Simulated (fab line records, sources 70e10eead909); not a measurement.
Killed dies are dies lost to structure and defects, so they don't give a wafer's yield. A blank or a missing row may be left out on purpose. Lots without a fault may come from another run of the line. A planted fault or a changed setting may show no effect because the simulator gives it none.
Problem report in the 8D (eight disciplines) form, filled by code | flow nand_harc | the parts of the form that need people (team, actions taken, sign-off) are left out

1. THE PROBLEM
exposure_dose_mJ_cm2 at NHARC_A_SLIT_EXPOSE_06 reads a mean of 60.22 on 12 wafers of 4 lots; wafers without a fault read 60.77 with a standard deviation of 0.061. That is -9.1 standard deviations from the usual mean.
The step: exposes mask SLIT.
First seen on wafer L196.1, day 25 12:28, on arfi_scanner-03. The record holds 36 wafers of 12 lots with a number at this step. Rule for "out", or "out of limits": more than 4 standard deviations from the usual mean. The other wafers with a number count as sound.

2. WHAT IT IS AND WHAT IT IS NOT
question                    | is                     | is not
which readings at this step | exposure_dose_mJ_cm2   | -
which lots                  | L196, L197, L199, L200 | L182, L183, L185, L186, L190, L198, L202, L204
which wafers of those lots  | all that have a number | -
read on which tools         | arfi_scanner-03        | arfi_scanner-01, arfi_scanner-02
when                        | from day 25 12:28      | up to then (15 sound wafers); but 9 sound wafers of L198, L202, L204 came after

3. SUSPECTS, AND WHAT RULES EACH OUT
Counting: a tool at a process step up to the reading stays a suspect if it ran every lot that is out and no sound lot after the first of them.
- arfi_scanner-03 at NHARC_A_SLIT_EXPOSE_06 (exposes mask SLIT): kept. It ran every lot that is out, first L196 (day 25 12:28), and no sound lot after that; its last sound lot up to then is L190 (day 23 03:28). Its own readings are out on those wafers: exposure_dose_mJ_cm2.
Left after counting: arfi_scanner-03 at NHARC_A_SLIT_EXPOSE_06.

4. THE CAUSE (what the simulator had put in)
Process parameter drift: arfi_scanner-03, from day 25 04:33 on, at NHARC_A_SLIT_EXPOSE_06. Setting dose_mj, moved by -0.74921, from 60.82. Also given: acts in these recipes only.
Counting left only this tool.

5. THE CHAIN OF EFFECTS, in route order
Each row: a reading whose mean over the struck wafers that have a number lies more than 3 standard deviations from the usual. Only readings for which the record gives a usual standard deviation are gone through. hours: the time from each lot's start at the first step in this table that gives one to its start at this step, as a median over the lots. sigmas: the change in usual standard deviations.
hours | step                   | reading              | usual | on struck wafers | change | sigmas
0     | NHARC_A_SLIT_EXPOSE_06 | exposure_dose_mJ_cm2 | 60.77 | 60.22            | -0.55  | -9.1
The process steps in it:
- NHARC_A_SLIT_EXPOSE_06: exposes mask SLIT.

6. WHAT WOULD HAVE CAUGHT IT SOONER
In this record the first reading out of limits was taken at day 25 12:28, 8 hours after the fault began at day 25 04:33.
